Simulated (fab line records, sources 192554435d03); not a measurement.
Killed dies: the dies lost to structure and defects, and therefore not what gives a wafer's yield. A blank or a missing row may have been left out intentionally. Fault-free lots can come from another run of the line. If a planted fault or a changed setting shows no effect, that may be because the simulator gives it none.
fab line records	flow n5_finfet
[record] lots = 11	wafers = 31	last_day = 17
route steps=1938 shown BEOL_M11@1573 PASSIVATION@1936
lots untouched by any fault: they come from a run of this same line in which no faults occurred
start_h: the number of hours between the record's first day and the start of the first shown wafer of the lot	wait_h: hours from the lot's prior step to this one	" identical to the entry in the row above	L1.1+2: one row covering several wafers at once	- value missing, or start not given	* or withheld: withheld	< > ~ a bound
route shown NAME@n: names a module that has steps shown in the file, with the first one's number in the route	usual: the fault-free wafers' mean and standard deviation	same: alike in all rows	chamber/n: place in a boat	sites: the reading at each site	_std_site: the values' standard deviation	_edge_site: inner sites' mean taken away from outer sites' mean	radius_mm: how far each site lies from the wafer's centre	mask NAME#n: copy n	behind: the most recent tool/chamber to have shaped the wafer	hold: cause of the lot's hold/its duration in hours/its outcome	device: which transistor (n, p or np) failed to switch	end of line: the route-end tests of the same wafers	where a step has no rows: the recipe by itself	killed: not the wafer's yield, but the dies lost to structure and defects at the first sort	map: shows each die of a wafer: x if killed, . if not, _ if none is there
set.NAME: the setting the step ran with; set.NAME@STEP: the setting that earlier step ran with	model.NAME: the simulator's own value behind a step, which no gauge read
one table for each step of the route and one row for each wafer, over a sample of lots
services: from which hour (start_h, from the record's first day; less than 0 if before it) a tool's chamber was out of use, for how many hours, and why
[[steps]]
[step N5_BEOL_M11_ETCH_66]
[recipe] chemistry = N2/H2	target = SOC	target_depth_a = 1200	overetch_a = 240	mask_material = SiARC	temp_c = 40	time_s = 180	ion_energy_ev = 200	pressure_mtorr = 30	source_w = 840	bias_w = 150	n2_flow_sccm = 200	h2_flow_sccm = 200
[usual] drypump_motor_current_A = 5.8/0.54	oes_product_au = 0.65/0.059	rf_vpp_V = 523.0/2	showerhead_plenum_p_Torr = 2.51/0.068	throttle_valve_pct = 17.77/0.24
lot.wafer	tool	chamber	start_h	wait_h	drypump_motor_current_A	oes_product_au	rf_hours_counter_h	rf_vpp_V	showerhead_plenum_p_Torr	throttle_valve_pct
L892.1	rie_diel-01	0	224.55	0.0	6.0	0.60	168	523.5	2.52	17.86
L892.3	"	3	"	"	6.3	0.61	139	521.3	2.45	17.77
L892.6	"	1	"	"	5.7	0.54	-	519.4	2.39	17.89
L895.2	rie_diel-01	2	240.85	0.0	5.6	0.68	57	522.0	2.46	17.59
L895.3	"	0	"	"	6.0	0.59	175	524.4	2.52	17.85
L895.6	"	3	"	"	6.4	0.60	-	521.4	2.44	17.80
L896.1	rie_diel-05	1	244.54	0.0	5.4	0.65	73	524.9	2.56	17.43
L896.5	"	0	"	"	6.4	0.62	-	520.4	2.47	18.10
L896.6	"	3	"	"	5.5	0.73	-	524.7	2.62	17.94
L897.1	rie_diel-03	2	259.91	0.0	5.2	0.57	224	523.4	2.50	18.09
L897.4	"	3	"	"	6.4	0.70	48	521.3	2.50	17.63
L897.5	"	3	"	"	6.4	0.70	-	523.6	2.50	17.63
L900.3	rie_diel-01	3	274.50	0.0	6.3	0.60	154	520.7	2.44	17.81
L900.5	"	0	"	"	6.0	0.59	-	522.8	2.51	17.88
L900.6	"	3	"	"	6.3	0.60	-	521.6	2.44	17.81
L904.2	rie_diel-05	1	313.59	0.0	5.4	0.64	93	524.0	2.55	17.47
L904.6	"	0	"	"	6.4	0.60	-	521.8	2.46	18.13
L907.2	rie_diel-03	0	327.30	0.0	6.5	0.72	27	523.0	2.47	17.45
L907.3	"	2	"	"	5.2	0.56	244	522.8	2.49	18.14
L910.1	rie_diel-03	3	332.41	0.0	6.4	0.68	69	522.7	2.49	17.65
L910.2	"	0	"	"	6.6	0.72	29	522.6	2.47	17.47
L910.3	"	2	"	"	5.2	0.56	246	522.9	2.49	18.15
L915.3	rie_diel-01	0	360.70	0.0	6.0	0.57	215	523.3	2.50	17.93
L915.4	"	3	"	"	6.3	0.59	180	521.0	2.43	17.86
L915.5	"	0	"	"	6.0	0.57	-	525.0	2.50	17.94
L913.2	rie_diel-05	2	360.87	0.0	5.8	0.66	103	525.1	2.56	17.55
L913.5	"	0	"	"	6.4	0.59	-	520.5	2.45	18.15
L913.6	"	3	"	"	5.5	0.69	-	526.2	2.61	18.00
L912.1	rie_diel-05	2	361.58	0.0	5.7	0.65	103	523.4	2.56	17.55
L912.4	"	1	"	"	5.5	0.63	101	524.4	2.55	17.51
L912.5	"	0	"	"	6.4	0.59	-	520.6	2.45	18.14
[step N5_BEOL_M11_CURE_72]
[recipe] temp_c = 370	time_s = 120	ambient = DMADMS/He	material = SiCOH_lowk
[usual] lamp_power_pct = 52.31/0.062	run_length_s = 179.1/1.7	wafer_temp_C_max = 371.5/0.63
lot.wafer	tool	chamber	start_h	wait_h	lamp_power_pct	run_length_s	wafer_temp_C_max
L892.1	uv_cure-03	1	225.16	0.0	52.36	177.7	371.7
L892.3	"	1	"	"	52.40	177.9	371.7
L892.6	"	1	"	"	52.39	178.3	371.4
L895.2	uv_cure-01	2	241.50	0.1	52.29	177.5	371.2
L895.3	"	2	"	"	52.30	177.6	371.1
L895.6	"	2	"	"	52.49	177.4	371.3
L896.1	uv_cure-03	0	245.15	0.0	52.40	178.7	372.0
L896.5	"	0	"	"	52.31	178.8	371.6
L896.6	"	0	"	"	52.23	178.5	372.2
L897.1	uv_cure-03	2	260.51	0.0	52.40	177.8	371.0
L897.4	"	2	"	"	52.28	178.7	371.1
L897.5	"	2	"	"	52.30	177.8	371.0
L900.3	uv_cure-01	0	275.21	0.1	52.43	177.9	371.2
L900.5	"	0	"	"	52.29	177.8	371.2
L900.6	"	0	"	"	52.24	177.7	372.0
L904.2	uv_cure-01	1	314.52	0.3	52.45	190.1	372.4
L904.6	"	1	"	"	52.41	178.3	372.8
L907.2	uv_cure-01	0	328.28	0.4	52.36	193.9	371.1
L907.3	"	0	"	"	52.32	194.1	371.2
L910.1	uv_cure-03	0	333.48	0.5	52.33	179.0	372.2
L910.2	"	0	"	"	52.34	178.5	371.9
L910.3	"	0	"	"	52.25	178.5	371.7
L915.3	uv_cure-02	2	361.41	0.1	52.28	177.5	370.9
L915.4	"	2	"	"	52.37	177.7	370.8
L915.5	"	2	"	"	52.39	178.0	370.7
L913.2	uv_cure-03	1	361.53	0.1	52.30	177.6	371.8
L913.5	"	1	"	"	52.33	178.0	372.5
L913.6	"	1	"	"	52.33	178.1	372.3
L912.1	uv_cure-02	2	362.19	0.0	52.41	177.6	371.2
L912.4	"	2	"	"	52.27	177.5	371.3
L912.5	"	2	"	"	52.35	177.6	370.7
[step N5_BEOL_M11_SURFACE_TREAT_76]
[recipe] gas = Ar	time_s = *	ion_energy_ev = *	ion_current_ma_cm2 = 0.5	pressure_mtorr = *	ar_flow_sccm = 30
[usual] throttle_valve_pct = *
lot.wafer	tool	chamber	start_h	wait_h	throttle_valve_pct
L892.1	pvd_sputter-03	-	226.08	0.2	*
L892.3	"	-	"	"	*
L892.6	"	-	"	"	*
L895.2	pvd_sputter-02	-	242.48	0.4	*
L895.3	"	-	"	"	*
L895.6	"	-	"	"	*
L896.1	pvd_sputter-01	-	246.54	0.4	*
L896.5	"	-	"	"	*
L896.6	"	-	"	"	*
L897.1	pvd_sputter-01	-	261.28	0.2	*
L897.4	"	-	"	"	*
L897.5	"	-	"	"	*
L900.3	pvd_sputter-02	-	275.94	0.2	*
L900.5	"	-	"	"	*
L900.6	"	-	"	"	*
L904.2	pvd_sputter-02	-	315.48	0.3	*
L904.6	"	-	"	"	*
L907.2	pvd_sputter-02	-	331.12	0.2	*
L907.3	"	-	"	"	*
L910.1	pvd_sputter-01	-	334.48	0.2	*
L910.2	"	-	"	"	*
L910.3	"	-	"	"	*
L915.3	pvd_sputter-03	-	362.28	0.2	*
L915.4	"	-	"	"	*
L915.5	"	-	"	"	*
L913.2	pvd_sputter-03	-	362.32	0.2	*
L913.5	"	-	"	"	*
L913.6	"	-	"	"	*
L912.1	pvd_sputter-02	-	364.56	0.2	*
L912.4	"	-	"	"	*
L912.5	"	-	"	"	*
[step N5_BEOL_M11_ANNEAL_51]
[recipe] temp_c = 225	time_s = 90	ambient = N2
[usual] wafer_temp_C_max = 226.4/0.32
lot.wafer	tool	chamber	start_h	wait_h	wafer_temp_C_max
L892.1	rtp_anneal-02	0	226.60	0.1	225.9
L892.3	"	0	"	"	227.1
L892.6	"	0	"	"	226.6
L895.2	rtp_anneal-01	0	243.43	0.2	225.9
L895.3	"	0	"	"	225.7
L895.6	"	0	"	"	226.1
L896.1	rtp_anneal-02	0	247.08	0.1	226.1
L896.5	"	0	"	"	226.3
L896.6	"	0	"	"	226.2
L897.1	rtp_anneal-01	0	262.98	1.3	226.4
L897.4	"	0	"	"	226.2
L897.5	"	0	"	"	226.3
L900.3	rtp_anneal-01	0	276.50	0.1	226.6
L900.5	"	0	"	"	226.3
L900.6	"	0	"	"	226.2
L904.2	rtp_anneal-02	0	317.05	0.2	226.5
L904.6	"	0	"	"	226.4
L907.2	rtp_anneal-02	0	332.11	0.3	226.3
L907.3	"	0	"	"	226.8
L910.1	rtp_anneal-02	0	334.90	0.1	226.7
L910.2	"	0	"	"	226.1
L910.3	"	0	"	"	226.2
L915.3	rtp_anneal-01	0	362.86	0.2	226.2
L915.4	"	0	"	"	226.1
L915.5	"	0	"	"	226.5
L913.2	rtp_anneal-02	0	363.08	0.3	226.7
L913.5	"	0	"	"	226.5
L913.6	"	0	"	"	226.3
L912.1	rtp_anneal-01	0	365.10	0.2	226.9
L912.4	"	0	"	"	226.8
L912.5	"	0	"	"	226.5
[step N5_PASSIVATION_PROBE_49]
[usual] defect_limited_yield = 91.3/1.5	killed_at_M0_to_M3 = 35/8.7	killed_at_M4_up = 14/5.5	killed_at_contacts = 11/5.6	killed_at_front_end = 39/13	killed_at_other = 3.7/2.2	killed_dies = 103/18	killed_open = 69/14	killed_short = 33/7.8	sort_bin_4_leakage = 0.02/0.15	sort_bin_5_function = 5.1/0.99	sort_bin_6_memory = 3.3/0.67	sort_bin_8_speed = 0.02/0.17	sort_n_pass = 1077/18	sort_yield_pct = 91.2/1.5
[same] gross_dies = 1180	killed_at_back_side = 0
lot.wafer	tool	chamber	start_h	wait_h	defect_limited_yield[%]	killed_at_M0_to_M3	killed_at_M4_up	killed_at_contacts	killed_at_front_end	killed_at_other	killed_dies	killed_open	killed_short	sort_bin_4_leakage[%]	sort_bin_5_function[%]	sort_bin_6_memory[%]	sort_bin_8_speed[%]	sort_n_pass	sort_yield_pct[%]
L892.1	prober-02	-	267.61	0.0	91.4	41	14	16	25	5	101	63	34	0	5.4	3.0	0	1079	91.4
L892.3	prober-02	-	267.71	0.1	90.9	35	13	22	36	1	107	84	21	0	4.9	4.0	0.08	1073	90.9
L892.6	prober-02	-	267.86	0.3	89.5	53	14	14	39	4	124	89	30	0	6.0	3.7	0	1056	89.5
L900.3	prober-01	-	312.96	0.1	91.1	28	26	25	21	5	105	70	35	0	5.6	3.1	0	1075	91.1
L900.5	prober-01	-	313.06	0.2	90.9	30	22	14	36	5	107	76	31	0	5.8	2.8	0	1073	90.9
L900.6	prober-01	-	313.11	0.3	92.5	27	11	21	29	0	88	63	25	0	4.3	3.0	0	1092	92.5
L907.2	prober-02	-	376.61	0.1	89.9	31	22	21	36	9	119	91	28	0	5.8	4.2	0	1061	89.9
L907.3	prober-02	-	376.66	0.1	90.5	26	20	18	45	3	112	76	36	0	6.2	3.3	0	1068	90.5
// killed by level:class
L892.1 BEOL_M0_SAQP:geometric_particle:short=15 MOL_CONTACT_COAG:geometric_particle:open=14 BEOL_M3:geometric_particle:open=10 BEOL_M4:geometric_particle:open=9 BEOL_M0_SAQP:geometric_particle:open=8 FIN_SAQP:geometric_particle:open=5 STI_FIN_REVEAL:geometric_particle:open=5 STARTING-WAFER:geometric_particle:short=4
L892.3 MOL_CONTACT_COAG:geometric_particle:open=22 STI_FIN_REVEAL:geometric_particle:open=14 BEOL_M0_SAQP:geometric_particle:open=11 BEOL_M2:geometric_particle:open=10 FIN_SAQP:geometric_particle:open=6 BEOL_M0_SAQP:geometric_particle:short=6 GATE_CUT:geometric_particle:open=3 BEOL_M5:geometric_particle:open=3
L892.6 BEOL_M2:geometric_particle:open=17 MOL_CONTACT_COAG:geometric_particle:open=13 STI_FIN_REVEAL:geometric_particle:open=11 BEOL_M0_SAQP:geometric_particle:open=11 BEOL_M0_SAQP:geometric_particle:short=9 BEOL_M4:geometric_particle:open=8 BEOL_M3:geometric_particle:open=7 FIN_SAQP:geometric_particle:open=5
L900.3 MOL_CONTACT_COAG:geometric_particle:open=19 GATE_CUT:geometric_particle:short=8 BEOL_M1:geometric_particle:open=8 BEOL_M4:geometric_particle:open=8 MOL_CONTACT_COAG:geometric_particle:short=6 BEOL_M0_SAQP:geometric_particle:open=6 BEOL_M0_SAQP:geometric_particle:short=5 BEOL_M7:geometric_particle:open=5
L900.5 BEOL_M2:geometric_particle:open=12 MOL_CONTACT_COAG:geometric_particle:open=10 DUMMY_GATE:geometric_particle:open=7 BEOL_M1:geometric_particle:open=7 STI_FIN_REVEAL:geometric_particle:open=6 BEOL_M5:geometric_particle:open=6 BEOL_M4:geometric_particle:open=5 FIN_SAQP:geometric_particle:short=4
L900.6 MOL_CONTACT_COAG:geometric_particle:open=18 BEOL_M1:geometric_particle:open=11 FIN_SAQP:geometric_particle:short=5 DUMMY_GATE:geometric_particle:open=5 BEOL_M2:geometric_particle:open=5 STI_FIN_REVEAL:geometric_particle:open=4 GATE_CUT:geometric_particle:short=4 BEOL_M1:geometric_particle:short=4
L907.2 BEOL_M4:geometric_particle:open=20 MOL_CONTACT_COAG:geometric_particle:open=19 BEOL_M0_SAQP:geometric_particle:open=8 FIN_SAQP:geometric_particle:open=7 BEOL_M1:geometric_particle:open=7 FIN_SAQP:geometric_particle:short=6 DUMMY_GATE:geometric_particle:open=4 BEOL_M2:geometric_particle:open=4
L907.3 STI_FIN_REVEAL:geometric_particle:open=15 BEOL_M4:geometric_particle:open=13 MOL_CONTACT_COAG:geometric_particle:open=11 FIN_SAQP:geometric_particle:open=9 FIN_SAQP:geometric_particle:short=8 MOL_CONTACT_COAG:geometric_particle:short=7 BEOL_M0_SAQP:geometric_particle:open=6 BEOL_M1:geometric_particle:open=6
[[services]]
tool	chamber	start_h	hours	kind
uv_cure-02	-	201.80	1.0	pm
uv_cure-03	-	207.06	0.8	repair
rie_diel-05	3	215.50	3.4	repair
rie_diel-05	1	223.62	5.1	repair
uv_cure-02	-	228.84	4.9	repair
rie_diel-01	1	235.70	-	clean
rie_diel-01	1	235.70	-	consumable_replace:focus_ring
uv_cure-01	-	247.66	8.7	repair
rie_diel-01	3	248.54	4.6	repair
rtp_anneal-01	-	255.36	3.8	pm
rie_diel-03	-	271.79	0.6	repair
pvd_sputter-03	-	277.53	2.1	repair
uv_cure-02	-	303.69	7.5	pm
rie_diel-05	2	312.96	1.2	repair
rie_diel-05	0	325.26	13.9	repair
uv_cure-03	-	325.84	1.0	pm
uv_cure-03	-	326.84	2.8	pm
rie_diel-05	1	332.19	21.8	repair
uv_cure-03	-	335.64	14.6	pm
rtp_anneal-02	-	345.48	2.7	pm
uv_cure-03	-	350.38	1.5	repair
rie_diel-01	1	350.76	4.5	repair
rie_diel-03	3	355.96	5.1	repair
uv_cure-03	-	361.79	6.0	pm
[[key]]
[first_sign] step = N5_BEOL_M11_CURE_72	reading = run_length_s	direction = up	sigmas = 7.9	usual = *	struck = *
effect none on later readings
met_at N5_BEOL_M11_CURE_72
struck_lots L904,L907
struck_wafers L904.2,L907.2,L907.3
not_acting_at N5_BEOL_M11_ETCH_66,N5_BEOL_M11_SURFACE_TREAT_76,N5_BEOL_M11_ANNEAL_51
onset_between 275.21 314.52
[fault] kind = process_parameter_drift	tool = uv_cure-01	chamber = -	onset_h = 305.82	steps = N5_BEOL_M11_CURE_72	channel = time_s	offset = *	shape = step	end_h = 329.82	scope = struck_wafers_only	acts_in = *	stated = *
